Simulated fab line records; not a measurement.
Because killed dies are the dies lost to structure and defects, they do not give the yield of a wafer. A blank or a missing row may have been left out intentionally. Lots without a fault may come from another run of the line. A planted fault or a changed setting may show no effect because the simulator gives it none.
fab line records	flow nandHarc
record: lots: 24	wafers: 72	lastDay: 24
route steps=1159 shown A_ZERO_WELL@401 A_ONON_D1@431 A_CHANNEL_HOLE_D1@469 A_CHANNEL_FILL_D1@492 A_STAIRCASE@530
lots with no fault: from the same line, run without faults
startH: hours from the record's first day to the start of the lot's first wafer shown	waitH: hours elapsed since this lot's preceding step	" identical to the entry in the row above	L1.1+2: several wafers, shown together as one row	- either no value or no given start	* or withheld: withheld	< > ~ a bound
route shown NAME@n: NAME is a module with steps in the file, n the number in the route of the first one	usual: average and standard deviation across the fault-free wafers	same: alike in all rows	chamber/n: place in a boat	sites: the reading at each site	_std_site: how widely they spread, as a standard deviation	_edge_site: the outer-site mean with the inner-site mean subtracted	radiusMm: how far each site lies from the wafer's centre	mask NAME#n: copy n	behind: the last tool/chamber to shape the wafer	hold: why the lot went on hold/how many hours it stayed there/how the hold came to an end	device: the n, p or np transistor that did not switch	end of line: the tests these same wafers got at the end of their route	a step given without rows: its recipe and nothing more	killed: count of dies lost to structure and defects at first sort (not the wafer's yield)	map: a wafer's dies, x killed, . not, _ none there
set.NAME: the setting the step ran with; set.NAME@STEP: the setting that earlier step ran with	model.NAME: the simulator's own value behind a step, which no gauge read
route steps across a sampled set of lots; one table per step, one row per wafer
services: when a tool's chamber went out of use (startH, in hours from the record's first day, below 0 if earlier), for how many hours, and the reason
== steps ==
step: NHARC_A_ZERO_WELL_CD_MEAS_10
recipe: targetCdNm: 2000	landingEnergyEv: 500
usual: cdNm: 2001.1/2
lot.wafer	tool	chamber	startH	waitH	cdNm
L074.2	cdSem-02	0	136.20	-	1999.7
L074.4	"	0	"	"	2001.6
L074.6	"	0	"	"	1999.2
L076.4	cdSem-02	0	138.78	-	2001.2
L076.5	"	0	"	"	2001.2
L076.6	"	0	"	"	1999.0
L075.1	cdSem-01	0	143.68	-	2001.3
L075.2	"	0	"	"	2004.6
L075.6	"	0	"	"	2004.2
L078.2	cdSem-03	0	156.64	-	2001.1
L078.4	"	0	"	"	2002.2
L078.5	"	0	"	"	2001.3
L077.1	cdSem-02	0	159.30	-	1999.6
L077.3	"	0	"	"	2000.2
L077.5	"	0	"	"	1997.8
L079.4	cdSem-02	0	166.56	-	2000.2
L079.5	"	0	"	"	2002.0
L079.6	"	0	"	"	1999.0
L080.4	cdSem-03	0	167.42	-	2004.1
L080.5	"	0	"	"	2003.3
L080.6	"	0	"	"	2002.4
L081.1	cdSem-01	0	176.80	-	2004.5
L081.3	"	0	"	"	2002.9
L081.6	"	0	"	"	2004.5
L082.1	cdSem-02	0	177.99	-	2000.3
L082.2	"	0	"	"	2002.2
L082.4	"	0	"	"	2000.2
L084.1	cdSem-02	0	190.79	-	2000.4
L084.2	"	0	"	"	2001.3
L084.3	"	0	"	"	2002.4
L083.1	cdSem-02	0	191.44	-	2002.2
L083.2	"	0	"	"	2003.3
L083.3	"	0	"	"	2001.3
L085.1	cdSem-02	0	197.99	-	1998.4
L085.2	"	0	"	"	1999.0
L085.5	"	0	"	"	1999.9
L086.3	cdSem-03	0	210.05	-	1998.9
L086.4	"	0	"	"	1999.2
L086.5	"	0	"	"	1999.3
L087.1	cdSem-03	0	211.05	-	2000.7
L087.2	"	0	"	"	1997.1
L087.6	"	0	"	"	1998.9
L088.1	cdSem-03	0	228.60	-	2003.7
L088.5	"	0	"	"	2000.9
L088.6	"	0	"	"	2002.5
L089.1	cdSem-01	0	229.11	-	2000.9
L089.4	"	0	"	"	2002.9
L089.5	"	0	"	"	2001.6
L090.1	cdSem-01	0	230.91	-	2003.6
L090.5	"	0	"	"	2002.5
L090.6	"	0	"	"	2003.3
L091.1	cdSem-02	0	237.62	-	1999.9
L091.4	"	0	"	"	2001.9
L091.5	"	0	"	"	2001.3
L092.1	cdSem-01	0	244.22	-	2000.8
L092.3	"	0	"	"	2001.4
L092.5	"	0	"	"	1999.2
L093.2	cdSem-03	0	253.30	-	2000.4
L093.3	"	0	"	"	1999.1
L093.6	"	0	"	"	2000.0
L094.2	cdSem-01	0	254.18	-	2002.6
L094.4	"	0	"	"	2001.1
L094.5	"	0	"	"	2002.3
L095.1	cdSem-02	0	259.52	-	2004.1
L095.4	"	0	"	"	2000.2
L095.5	"	0	"	"	2003.0
L097.1	cdSem-01	0	263.33	-	2005.3
L097.2	"	0	"	"	2001.0
L097.3	"	0	"	"	2005.8
L096.2	cdSem-03	0	263.79	-	2002.5
L096.4	"	0	"	"	2000.8
L096.5	"	0	"	"	2004.6
step: NHARC_A_ONON_D1_THK_MEAS_11
recipe: thkMeasGauge: ellipsometry
usual: thkNm: 998/9.8
lot.wafer	tool	chamber	startH	waitH	thkNm
L074.2	filmMetro-01	-	161.98	-	1008
L074.4	"	-	"	"	1007
L074.6	"	-	"	"	1007
L076.4	filmMetro-02	-	162.00	-	991
L076.5	"	-	"	"	990
L076.6	"	-	"	"	990
L075.1	filmMetro-01	-	168.84	-	1004
L075.2	"	-	"	"	1004
L075.6	"	-	"	"	1005
L078.2	filmMetro-02	-	181.52	-	973
L078.4	"	-	"	"	973
L078.5	"	-	"	"	971
L077.1	filmMetro-01	-	181.53	-	990
L077.3	"	-	"	"	990
L077.5	"	-	"	"	991
L080.4	filmMetro-02	-	191.65	-	1018
L080.5	"	-	"	"	1015
L080.6	"	-	"	"	1015
L079.4	filmMetro-01	-	191.81	-	1011
L079.5	"	-	"	"	1009
L079.6	"	-	"	"	1009
L081.1	filmMetro-01	-	201.23	-	993
L081.3	"	-	"	"	992
L081.6	"	-	"	"	991
L082.1	filmMetro-02	-	201.24	-	997
L082.2	"	-	"	"	995
L082.4	"	-	"	"	996
L084.1	filmMetro-02	-	215.07	-	997
L084.2	"	-	"	"	999
L084.3	"	-	"	"	998
L083.1	filmMetro-01	-	215.09	-	990
L083.2	"	-	"	"	988
L083.3	"	-	"	"	991
L085.1	filmMetro-02	-	226.26	-	991
L085.2	"	-	"	"	989
L085.5	"	-	"	"	989
L087.1	filmMetro-02	-	234.21	-	1001
L087.2	"	-	"	"	1000
L087.6	"	-	"	"	1001
L086.3	filmMetro-01	-	234.24	-	993
L086.4	"	-	"	"	993
L086.5	"	-	"	"	995
L088.1	filmMetro-02	-	254.34	-	996
L088.5	"	-	"	"	995
L088.6	"	-	"	"	997
L090.1	filmMetro-01	-	254.34	-	1008
L090.5	"	-	"	"	1007
L090.6	"	-	"	"	1008
L089.1	filmMetro-02	-	254.34	-	1013
L089.4	"	-	"	"	1012
L089.5	"	-	"	"	1011
L091.1	filmMetro-01	-	264.16	-	995
L091.4	"	-	"	"	993
L091.5	"	-	"	"	994
L092.1	filmMetro-02	-	268.53	-	985
L092.3	"	-	"	"	986
L092.5	"	-	"	"	986
L093.2	filmMetro-02	-	279.92	-	996
L093.3	"	-	"	"	995
L093.6	"	-	"	"	997
L094.2	filmMetro-01	-	279.93	-	1012
L094.4	"	-	"	"	1011
L094.5	"	-	"	"	1009
L095.1	filmMetro-01	-	284.05	-	997
L095.4	"	-	"	"	997
L095.5	"	-	"	"	997
L096.2	filmMetro-01	-	287.49	-	1008
L096.4	"	-	"	"	1012
L096.5	"	-	"	"	1009
L097.1	filmMetro-02	-	287.50	-	992
L097.2	"	-	"	"	992
L097.3	"	-	"	"	992
step: NHARC_A_CHANNEL_HOLE_D1_ETCH_16
recipe: targetDepthA: 31000	overEtchFrac: 0.3	timeS: 806	ionEnergyEv: 150	o2FlowSccm: 400	cosFlowSccm: 20	arFlowSccm: 0	rfW: 500	biasW: 300	chemistry: O2/COS
usual: drypumpMotorCurrentA: 5.8/0.61	oesProductAu: 0.997/0.011	rfVppV: 313.9/1.8	showerheadPlenumPTorr: 3.10/0.11	throttleValvePct: 28.329/0.0095
lot.wafer	tool	chamber	startH	waitH	drypumpMotorCurrentA	oesProductAu	rfHoursCounterH	rfVppV	showerheadPlenumPTorr	throttleValvePct
L074.2	rieDiel-12	1	-	-	6.0	1.000	11	311.4	2.93	28.323
L074.4	"	3	"	"	5.2	0.991	10	313.8	3.12	28.325
L074.6	"	1	"	"	6.0	1.007	-	312.5	2.93	28.330
L076.4	rieDiel-12	1	-	-	6.0	0.996	11	311.6	2.93	28.330
L076.6	"	3	"	"	5.2	0.995	-	312.5	3.12	28.334
L076.5	"	0	"	"	6.1	0.997	-	313.0	3.03	28.354
L075.1	rieDiel-06	0	-	-	6.3	0.980	8	313.4	3.09	28.340
L075.2	"	3	"	"	5.6	0.993	7	315.4	3.19	28.330
L075.6	"	0	"	"	6.3	0.981	-	314.1	3.09	28.315
L078.2	rieDiel-05	1	-	-	6.7	0.980	1	314.0	3.14	28.326
L078.4	"	3	"	"	6.6	1.006	1	315.3	3.13	28.328
L078.5	"	0	"	"	6.1	1.007	-	315.3	3.16	28.323
L077.3	rieDiel-12	2	-	-	5.2	0.999	12	311.6	2.93	28.340
L077.1	"	3	"	"	5.2	0.984	11	314.3	3.12	28.329
L077.5	"	0	"	"	6.1	0.976	-	313.8	3.03	28.317
L080.4	rieDiel-05	1	-	-	6.7	1.000	2	314.3	3.14	28.331
L080.6	"	3	"	"	6.6	1.005	-	314.0	3.13	28.328
L080.5	"	0	"	"	6.1	1.011	-	316.8	3.16	28.332
L079.4	rieDiel-06	3	-	-	5.6	0.995	8	314.4	3.19	28.326
L079.6	"	2	"	"	4.8	0.989	-	312.3	3.04	28.319
L079.5	"	3	"	"	5.6	1.012	-	313.8	3.19	28.318
L081.1	rieDiel-06	0	-	-	6.3	0.981	10	313.7	3.09	28.327
L081.3	"	1	"	"	6.2	1.003	11	315.6	3.24	28.319
L081.6	"	2	"	"	4.8	0.990	-	312.4	3.04	28.332
L082.1	rieDiel-12	2	-	-	5.2	1.002	2	311.5	2.92	28.340
L082.4	"	3	"	"	5.2	0.998	2	314.4	3.11	28.315
L082.2	"	0	"	"	6.1	1.002	1	311.3	3.02	28.326
L083.2	rieDiel-12	1	-	-	6.0	0.997	3	312.1	2.93	28.343
L083.1	"	3	"	"	5.2	0.992	2	313.4	3.11	28.323
L083.3	"	0	"	"	6.1	0.994	2	312.1	3.02	28.317
L084.3	rieDiel-06	3	-	-	5.6	1.000	10	315.4	3.19	28.335
L084.2	"	1	"	"	6.2	0.995	12	317.8	3.24	28.336
L084.1	"	2	"	"	4.8	0.987	11	311.8	3.04	28.327
L085.1	rieDiel-06	2	-	-	4.8	0.996	11	312.2	3.04	28.327
L085.2	"	0	"	"	6.3	0.980	12	313.7	3.09	28.330
L085.5	"	2	"	"	4.9	0.994	-	312.1	3.04	28.326
L086.3	rieDiel-05	0	-	-	6.1	1.003	5	315.1	3.16	28.329
L086.4	"	1	"	"	6.7	0.981	-	313.6	3.13	28.320
L086.5	"	3	"	"	6.5	0.991	-	312.5	3.13	28.312
L087.2	rieDiel-12	2	-	-	5.2	1.009	4	312.6	2.92	28.355
L087.1	"	0	"	"	6.1	0.988	3	312.4	3.02	28.335
L087.6	"	3	"	"	5.2	0.991	-	313.6	3.11	28.339
L090.1	rieDiel-06	2	-	-	4.8	0.988	1	311.6	3.04	28.336
L090.5	"	1	"	"	6.2	0.991	-	316.3	3.24	28.333
L090.6	"	2	"	"	4.8	0.997	-	313.3	3.03	28.315
L089.1	rieDiel-12	0	-	-	6.1	0.997	5	312.7	3.02	28.330
L089.4	"	3	"	"	5.2	0.998	5	311.6	3.11	28.330
L089.5	"	0	"	"	6.1	0.997	-	314.0	3.02	28.325
L088.1	rieDiel-05	3	-	-	6.6	0.997	6	314.2	3.13	28.323
L088.5	"	0	"	"	6.1	1.007	-	314.6	3.16	28.325
L088.6	"	1	"	"	6.7	0.990	-	313.9	3.13	28.348
L092.1	rieDiel-06	0	-	-	6.3	0.995	2	313.6	3.09	28.331
L092.3	"	1	"	"	6.2	0.987	2	316.2	3.24	28.338
L092.5	"	0	"	"	6.3	0.987	-	314.8	3.09	28.317
L091.1	rieDiel-12	3	-	-	5.2	0.995	6	313.8	3.11	28.345
L091.4	"	0	"	"	6.1	1.006	7	311.8	3.02	28.318
L091.5	"	0	"	"	6.1	1.004	-	312.6	3.02	28.331
L094.2	rieDiel-12	3	-	-	5.2	1.002	7	314.7	3.11	28.323
L094.5	"	2	"	"	5.2	0.997	-	312.9	2.92	28.332
L094.4	"	1	"	"	6.0	1.008	-	312.1	2.93	28.316
L093.2	rieDiel-05	1	-	-	6.7	0.997	9	314.4	3.13	28.327
L093.3	"	0	"	"	6.1	1.020	9	315.5	3.16	28.325
L093.6	"	0	"	"	6.1	1.015	-	314.1	3.16	28.328
L095.4	rieDiel-06	2	-	-	4.8	0.979	3	313.5	3.03	28.310
L095.1	"	3	"	"	5.6	0.987	3	311.9	3.18	28.327
L095.5	"	0	"	"	6.3	0.994	-	312.7	3.09	28.339
L097.2	rieDiel-05	2	-	-	4.7	1.006	8	317.2	3.35	28.323
L097.1	"	0	"	"	6.1	1.024	10	316.2	3.16	28.323
L097.3	"	1	"	"	6.8	0.982	10	313.3	3.13	28.317
L096.2	rieDiel-06	1	-	-	6.2	0.990	3	316.6	3.24	28.331
L096.4	"	3	"	"	5.6	0.994	3	315.3	3.18	28.306
L096.5	"	1	"	"	6.2	0.992	-	317.1	3.24	28.318
step: NHARC_A_CHANNEL_FILL_D1_ALD_02
recipe: targetThkA: 60	pulseTimeS: 10	aldCycles: 60	tempC: 300	material: SiO2
usual: heaterPowerW: 442/45	precursorPulseHeightRel: 0.999/0.02
lot.wafer	tool	chamber	startH	waitH	heaterPowerW	precursorPulseHeightRel
L074.4	aldHk-01	0	185.53	-	467	1.002
L074.2	"	1	"	"	482	1.001
L074.6	"	0	"	"	460	0.990
L076.4	aldHk-03	1	187.25	-	361	0.973
L076.5	"	3	"	"	383	0.972
L076.6	"	0	"	"	432	1.008
L075.2	aldHk-01	2	194.56	-	475	0.993
L075.1	"	3	"	"	422	1.015
L075.6	"	3	"	"	422	0.996
L078.4	aldHk-01	2	203.78	-	483	0.982
L078.2	"	3	"	"	418	0.992
L078.5	"	3	"	"	407	0.998
L077.3	aldHk-01	1	204.52	-	497	1.037
L077.1	"	2	"	"	478	1.008
L077.5	"	2	"	"	468	0.983
L080.4	aldHk-04	0	213.26	-	487	1.001
L080.5	"	0	"	"	486	0.995
L080.6	"	1	"	"	428	0.974
L079.4	aldHk-04	0	213.77	-	491	0.976
L079.6	"	3	"	"	376	1.017
L079.5	"	0	"	"	502	1.027
L081.3	aldHk-01	1	224.92	-	481	0.982
L081.1	"	3	"	"	421	1.031
L081.6	"	2	"	"	482	0.998
L082.2	aldHk-04	3	224.94	-	375	0.973
L082.4	"	0	"	"	501	0.996
L082.1	"	1	"	"	423	1.012
L083.3	aldHk-04	0	237.61	-	501	1.008
L083.1	"	2	"	"	417	0.992
L083.2	"	3	"	"	373	1.028
L084.1	aldHk-04	2	238.05	-	417	1.034
L084.2	"	0	"	"	504	0.961
L084.3	"	1	"	"	425	0.978
L085.2	aldHk-01	2	248.02	-	463	1.028
L085.1	"	3	"	"	426	0.982
L085.5	"	0	"	"	470	1.012
L086.4	aldHk-03	1	255.07	-	363	1.025
L086.3	"	3	"	"	391	1.001
L086.5	"	1	"	"	359	1.000
L087.2	aldHk-01	3	255.18	-	418	0.945
L087.1	"	2	"	"	479	1.003
L087.6	"	3	"	"	443	0.988
L090.1	aldHk-04	2	274.93	-	406	1.010
L090.5	"	1	"	"	427	1.008
L090.6	"	2	"	"	416	1.003
L089.4	aldHk-04	3	276.41	-	383	1.010
L089.1	"	1	"	"	429	0.989
L089.5	"	3	"	"	377	0.976
L088.1	aldHk-04	2	279.04	-	418	1.038
L088.6	"	2	"	"	404	0.998
L088.5	"	3	"	"	375	0.986
L092.1	aldHk-01	3	290.57	-	424	0.996
L092.3	"	2	"	"	483	0.979
L092.5	"	0	"	"	466	1.017
L091.1	aldHk-03	3	290.70	-	390	1.005
L091.4	"	2	"	"	512	1.019
L091.5	"	0	"	"	440	1.014
L094.4	aldHk-01	1	301.55	-	478	1.028
L094.2	"	2	"	"	484	0.982
L094.5	"	0	"	"	478	1.003
L093.3	aldHk-03	0	302.25	-	439	0.996
L093.2	"	1	"	"	377	0.968
L093.6	"	3	"	"	389	1.032
L095.1	aldHk-03	2	305.74	-	511	0.949
L095.4	"	0	"	"	436	1.007
L095.5	"	3	"	"	375	0.960
L097.1	aldHk-03	3	309.45	-	394	0.982
L097.3	"	0	"	"	440	1.008
L097.2	"	2	"	"	517	1.005
L096.2	aldHk-01	3	310.80	-	420	0.985
L096.4	"	0	"	"	467	0.975
L096.5	"	2	"	"	489	1.041
step: NHARC_A_STAIRCASE_DESCUM_168
recipe: timeS: 3	o2FlowSccm: 200	arFlowSccm: 0	biasPowerW: 0	chemistry: O2
usual: drypumpMotorCurrentA: 5.7/0.46	oesProductAu: 1.002/0.0092	rfVppV: 57.9/0.98	showerheadPlenumPTorr: 1.94/0.065	throttleValvePct: 11.312/0.0084
lot.wafer	tool	chamber	startH	waitH	drypumpMotorCurrentA	oesProductAu	rfHoursCounterH	rfVppV	showerheadPlenumPTorr	throttleValvePct
L074.2	rieDiel-04	2	234.02	-	5.6	1.018	38	57.5	2.00	11.324
L074.4	"	3	"	"	6.1	1.017	42	56.5	1.91	11.306
L074.6	"	1	"	"	5.2	0.998	-	57.6	2.01	11.322
L076.4	rieDiel-11	1	234.20	-	5.3	1.001	9	58.4	1.82	11.332
L076.6	"	0	"	"	6.0	1.012	-	58.1	1.92	11.310
L076.5	"	1	"	"	5.3	1.010	-	57.1	1.82	11.319
L075.1	rieDiel-11	0	243.60	-	6.0	1.009	16	55.5	1.91	11.322
L075.2	"	2	"	"	6.0	1.005	15	57.5	1.98	11.312
L075.6	"	0	"	"	6.0	1.010	-	58.5	1.91	11.317
L077.3	rieDiel-09	0	253.85	-	5.5	1.016	61	59.3	2.01	11.303
L077.1	"	2	"	"	5.4	0.999	64	57.3	1.94	11.317
L077.5	"	0	"	"	5.5	1.000	-	57.7	2.01	11.317
L078.2	rieDiel-11	3	254.02	-	5.0	0.991	18	56.8	1.90	11.319
L078.4	"	0	"	"	6.0	1.010	20	58.5	1.91	11.301
L078.5	"	2	"	"	6.0	0.995	-	57.1	1.98	11.318
L079.4	rieDiel-11	0	262.25	-	6.0	1.014	24	57.6	1.91	11.314
L079.5	"	2	"	"	6.0	1.012	-	58.9	1.98	11.314
L079.6	"	3	"	"	5.0	0.995	-	57.9	1.89	11.319
L080.4	rieDiel-09	0	266.55	-	5.5	0.999	2	57.8	2.01	11.301
L080.6	"	2	"	"	5.4	1.002	-	57.5	1.94	11.309
L080.5	"	3	"	"	5.7	1.013	-	58.0	1.85	11.316
L082.4	rieDiel-11	0	274.10	-	6.0	1.016	29	57.1	1.91	11.313
L082.2	"	1	"	"	5.2	1.000	28	56.9	1.81	11.315
L082.1	"	2	"	"	6.0	1.004	27	58.4	1.97	11.317
L081.3	rieDiel-11	1	274.29	-	5.3	1.003	28	55.7	1.81	11.319
L081.1	"	3	"	"	5.0	0.986	27	57.1	1.89	11.311
L081.6	"	2	"	"	6.0	0.996	-	59.6	1.97	11.321
L084.2	rieDiel-09	0	286.31	-	5.5	1.002	9	59.5	2.01	11.322
L084.1	"	1	"	"	6.7	0.977	8	58.4	2.01	11.319
L084.3	"	2	"	"	5.4	1.004	7	58.2	1.93	11.308
L083.1	rieDiel-09	0	289.96	-	5.5	1.008	10	57.3	2.01	11.309
L083.3	"	2	"	"	5.4	1.014	9	56.3	1.93	11.316
L083.2	"	3	"	"	5.7	1.015	9	56.9	1.85	11.302
L085.1	rieDiel-04	3	298.77	-	6.1	0.998	0	57.9	1.90	11.304
L085.2	"	0	"	"	5.7	1.005	0	58.9	1.98	11.334
L085.5	"	0	"	"	5.8	1.010	-	58.4	1.98	11.315
L086.3	rieDiel-11	3	304.24	-	5.0	0.998	40	57.7	1.89	11.294
L086.4	"	0	"	"	6.0	1.006	42	57.5	1.91	11.301
L086.5	"	0	"	"	6.0	1.000	-	58.1	1.91	11.302
L087.2	rieDiel-04	3	305.00	-	6.0	0.997	3	56.9	1.90	11.314
L087.1	"	0	"	"	5.8	1.008	3	58.9	1.98	11.322
L087.6	"	2	"	"	5.6	1.014	-	57.3	2.00	11.312
L089.4	rieDiel-04	1	325.85	-	5.2	1.003	9	56.8	2.00	11.316
L089.1	"	3	"	"	6.0	1.005	10	58.2	1.90	11.313
L089.5	"	1	"	"	5.2	1.001	-	58.3	2.00	11.315
L090.1	rieDiel-11	3	326.01	-	5.0	1.001	46	55.9	1.89	11.311
L090.5	"	1	"	"	5.3	1.002	-	59.6	1.81	11.306
L090.6	"	2	"	"	6.0	0.984	-	57.4	1.97	11.300
L088.1	rieDiel-04	3	326.17	-	6.1	0.993	10	56.8	1.90	11.301
L088.6	"	2	"	"	5.6	1.012	-	59.3	1.99	11.317
L088.5	"	3	"	"	6.1	1.000	-	57.8	1.90	11.322
L091.1	rieDiel-09	1	340.51	-	6.7	0.991	28	58.5	2.00	11.317
L091.4	"	2	"	"	5.4	1.000	26	58.1	1.93	11.314
L091.5	"	1	"	"	6.7	0.980	-	57.9	2.00	11.308
L092.1	rieDiel-09	0	340.70	-	5.5	1.006	30	59.7	2.00	11.308
L092.3	"	3	"	"	5.8	1.006	28	57.1	1.84	11.326
L092.5	"	0	"	"	5.5	1.006	-	59.4	2.00	11.304
L094.4	rieDiel-04	1	352.75	-	5.2	1.013	19	60.0	2.00	11.302
L094.2	"	2	"	"	5.6	1.021	21	55.4	1.99	11.309
L094.5	"	2	"	"	5.6	1.018	-	59.0	1.99	11.302
L093.3	rieDiel-09	3	352.92	-	5.8	1.009	32	56.9	1.84	11.304
L093.2	"	0	"	"	5.5	0.998	34	59.1	2.00	11.316
L093.6	"	2	"	"	5.4	1.009	-	56.9	1.93	11.298
L096.4	rieDiel-09	0	358.68	-	5.5	1.016	35	58.6	2.00	11.298
L096.2	"	2	"	"	5.4	1.009	31	58.3	1.93	11.312
L096.5	"	1	"	"	6.7	0.986	-	57.3	2.00	11.310
L097.2	rieDiel-04	3	358.88	-	6.1	0.990	20	60.9	1.89	11.304
L097.3	"	0	"	"	5.8	0.994	21	60.1	1.98	11.325
L097.1	"	1	"	"	5.2	0.996	20	57.4	2.00	11.312
L095.4	rieDiel-09	2	359.02	-	5.4	1.007	31	56.6	1.93	11.313
L095.1	"	1	"	"	6.7	1.003	33	58.7	2.00	11.314
L095.5	"	2	"	"	5.4	0.995	-	58.1	1.93	11.307
step: NHARC_A_STAIRCASE_ETCH_13
recipe: targetDepthA: 1000	timeS: 40.5	ionEnergyEv: 400	c4f8FlowSccm: 20	o2FlowSccm: 10	arFlowSccm: withheld	rfW: 600	biasW: 1000	chemistry: C4F8/O2
usual: oesProductAu: 0.940/0.013	rfVppV: 897/3.9
lot.wafer	tool	chamber	startH	waitH	oesProductAu	rfHoursCounterH	rfVppV
L074.2	rieDiel-04	0	-	-	0.950	42	900
L074.4	"	1	"	"	0.950	40	903
L074.6	"	1	"	"	0.952	-	903
L076.4	rieDiel-11	1	-	-	0.933	10	891
L076.5	"	3	"	"	0.922	-	895
L076.6	"	0	"	"	0.934	-	898
L075.1	rieDiel-11	3	-	-	0.926	17	895
L075.2	"	0	"	"	0.943	19	896
L075.6	"	2	"	"	0.942	-	899
L078.4	rieDiel-04	0	-	-	0.936	51	900
L078.2	"	1	"	"	0.928	50	902
L078.5	"	3	"	"	0.947	-	895
L077.1	rieDiel-11	3	-	-	0.921	20	896
L077.3	"	0	"	"	0.933	21	896
L077.5	"	3	"	"	0.929	-	894
L079.4	rieDiel-04	2	-	-	0.935	51	901
L079.5	"	1	"	"	0.932	-	902
L079.6	"	2	"	"	0.929	-	902
L080.4	rieDiel-04	1	-	-	0.924	56	902
L080.5	"	2	"	"	0.950	-	900
L080.6	"	3	"	"	0.935	-	897
L082.4	rieDiel-11	0	-	-	0.957	30	895
L082.1	"	2	"	"	0.958	27	900
L082.2	"	3	"	"	0.944	27	894
L081.3	rieDiel-04	1	-	-	0.962	59	902
L081.1	"	3	"	"	0.952	60	896
L081.6	"	0	"	"	0.958	-	900
L084.3	rieDiel-04	0	-	-	0.921	65	900
L084.2	"	2	"	"	0.930	60	901
L084.1	"	3	"	"	0.936	64	895
L083.2	rieDiel-09	2	-	-	0.940	9	898
L083.1	"	0	"	"	0.940	10	902
L083.3	"	1	"	"	0.913	11	902
L085.2	rieDiel-11	0	-	-	0.964	41	895
L085.1	"	2	"	"	0.932	39	900
L085.5	"	0	"	"	0.949	-	896
L086.4	rieDiel-09	0	-	-	0.962	17	902
L086.3	"	1	"	"	0.947	15	903
L086.5	"	1	"	"	0.943	-	901
L087.1	rieDiel-09	2	-	-	0.939	15	896
L087.2	"	0	"	"	0.947	18	902
L087.6	"	2	"	"	0.943	-	897
L089.1	rieDiel-11	1	-	-	0.934	47	890
L089.4	"	3	"	"	0.948	46	894
L089.5	"	1	"	"	0.939	-	889
L090.1	rieDiel-11	2	-	-	0.935	47	897
L090.5	"	3	"	"	0.937	-	894
L090.6	"	0	"	"	0.949	-	896
L088.1	rieDiel-09	1	-	-	0.922	24	902
L088.5	"	1	"	"	0.922	-	902
L088.6	"	2	"	"	0.937	-	898
L091.4	rieDiel-09	3	-	-	0.956	28	890
L091.1	"	0	"	"	0.959	30	902
L091.5	"	2	"	"	0.952	-	896
L092.1	rieDiel-11	1	-	-	0.929	53	889
L092.3	"	2	"	"	0.920	53	899
L092.5	"	0	"	"	0.938	-	894
L094.2	rieDiel-11	3	-	-	0.926	58	894
L094.4	"	3	"	"	0.925	-	896
L094.5	"	0	"	"	0.937	-	896
L093.2	rieDiel-04	1	-	-	0.973	19	902
L093.3	"	2	"	"	0.966	21	901
L093.6	"	0	"	"	0.962	-	899
L096.4	rieDiel-04	1	-	-	0.947	21	900
L096.2	"	2	"	"	0.945	23	899
L096.5	"	2	"	"	0.947	-	900
L095.4	rieDiel-11	1	-	-	0.928	55	889
L095.1	"	2	"	"	0.921	59	900
L095.5	"	0	"	"	0.936	-	895
L097.3	rieDiel-11	3	-	-	0.931	62	894
L097.2	"	0	"	"	0.937	62	896
L097.1	"	1	"	"	0.925	56	889
== services ==
tool	chamber	startH	hours	kind
rieDiel-04	2	157.57	3.5	repair
rieDiel-09	1	168.37	4.0	repair
rieDiel-05	-	169.94	9.0	pm
rieDiel-09	2	170.13	2.0	repair
rieDiel-09	0	171.52	2.7	repair
aldHk-04	-	186.97	10.0	pm
rieDiel-11	-	190.85	9.0	pm
rieDiel-12	-	202.56	9.0	pm
rieDiel-11	1	223.95	4.9	repair
aldHk-01	-	230.80	10.0	pm
rieDiel-09	0	238.59	5.8	repair
rieDiel-12	1	239.65	10.6	repair
rieDiel-06	-	241.49	9.0	pm
rieDiel-12	3	241.92	3.9	repair
rieDiel-09	-	254.10	9.0	pm
rieDiel-12	-	259.94	0.2	repair
rieDiel-04	1	285.68	14.8	repair
rieDiel-04	-	288.90	9.0	pm
rieDiel-12	0	293.46	11.1	repair
rieDiel-09	-	303.60	1.2	repair
rieDiel-11	0	306.40	2.2	repair
rieDiel-06	2	321.23	2.6	repair
rieDiel-06	3	336.07	35.7	repair
rieDiel-11	1	352.19	8.8	repair
== key ==
fault none
